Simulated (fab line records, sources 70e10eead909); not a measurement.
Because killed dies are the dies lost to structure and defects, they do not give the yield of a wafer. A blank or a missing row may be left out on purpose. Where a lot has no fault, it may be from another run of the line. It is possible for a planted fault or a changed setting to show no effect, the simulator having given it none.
Check of tool commonality / flow nand-harc / 1 lot, 3 wafers sampled

== REASON FOR OPENING ==
At NHARC_END_SORT_01 the reading killed-dies is flagged on 1 of 1 lot. Wafers without a fault read 60, standard deviation 19.
Rule: a lot gets a flag if all its wafers with a number sit over 4 standard deviations from that mean, or if no wafer of it has a number. As for the other lots, they are considered sound.

lot=L954; measured=day 27 10:55; on=prober-02; killed-dies, wafer by wafer=677 677 677; flag=FLAGGED
The numbers of the flagged lots are 677 on average: +617 against the usual, or +32 standard deviations.

== TOOL THAT RAN EACH LOT ==
4 process steps preceding the reading are held in the record, out of 1302 steps in the route. In each cell: the tool, then ch and the chambers that the sampled wafers went through, then the start.
lot=L954; flag=FLAGGED; NHARC_A_CONTACT_CMP_20=cmp-02 ch 0,2,3, day 25 12:14; NHARC_A_BLC_STRIP_21=rie-diel-01 ch 0,2,3, day 25 14:20; NHARC_A_BLC_DEGAS_30=pvd-sputter-02, day 25 14:46; NHARC_A_M0_DEP_00=pecvd-03 ch 1,2, day 25 16:20
What the steps here do:
- NHARC_A_CONTACT_CMP_20: polishes, t overpolish 30 s, target thk 300 nm.
- NHARC_A_BLC_STRIP_21: strips in O2.
- NHARC_A_BLC_DEGAS_30: time 60 s.
- NHARC_A_M0_DEP_00: deposits SiOC, target thk 150 nm.
- NHARC_END_SORT_01

== FLAGGED OVER TOTAL, TOOL BY TOOL (the gauges that took the reading come last) ==
step=NHARC_A_CONTACT_CMP_20; tool=cmp-02; lots run=1; flagged=1; share of the flagged lots=all; sound lots run after its first flagged lot=0
step=NHARC_A_BLC_STRIP_21; tool=rie-diel-01; lots run=1; flagged=1; share of the flagged lots=all; sound lots run after its first flagged lot=0
step=NHARC_A_BLC_DEGAS_30; tool=pvd-sputter-02; lots run=1; flagged=1; share of the flagged lots=all; sound lots run after its first flagged lot=0
step=NHARC_A_M0_DEP_00; tool=pecvd-03; lots run=1; flagged=1; share of the flagged lots=all; sound lots run after its first flagged lot=0
step=NHARC_END_SORT_01; tool=prober-02; lots run=1; flagged=1; share of the flagged lots=all; sound lots run after its first flagged lot=0

== WHAT IS ALLOWED BY THE TABLE ==
5 rows of the table ran every flagged lot: cmp-02 at NHARC_A_CONTACT_CMP_20, rie-diel-01 at NHARC_A_BLC_STRIP_21, pvd-sputter-02 at NHARC_A_BLC_DEGAS_30, pecvd-03 at NHARC_A_M0_DEP_00, prober-02 at NHARC_END_SORT_01.
- cmp-02 at NHARC_A_CONTACT_CMP_20: 1 of its 1 lot flagged. It ran no sound lot before its first flagged lot in this sample, so the start can't be narrowed down.
- rie-diel-01 at NHARC_A_BLC_STRIP_21: 1 of its 1 lot flagged. It ran no sound lot before its first flagged lot in this sample, so the start can't be narrowed down.
- pvd-sputter-02 at NHARC_A_BLC_DEGAS_30: 1 of its 1 lot flagged. It ran no sound lot before its first flagged lot in this sample, so the start can't be narrowed down.
- pecvd-03 at NHARC_A_M0_DEP_00: 1 of its 1 lot flagged. It ran no sound lot before its first flagged lot in this sample, so the start can't be narrowed down.
- prober-02 at NHARC_END_SORT_01: 1 of its 1 lot flagged. It ran no sound lot before its first flagged lot in this sample, so the start can't be narrowed down.
These 5 tools cannot be told apart by counting lots, since each of them fits a fault that started at some hour. More lots, or a look at what each step does to the wafer, might.

== WHAT THE SIMULATOR PUT IN ==
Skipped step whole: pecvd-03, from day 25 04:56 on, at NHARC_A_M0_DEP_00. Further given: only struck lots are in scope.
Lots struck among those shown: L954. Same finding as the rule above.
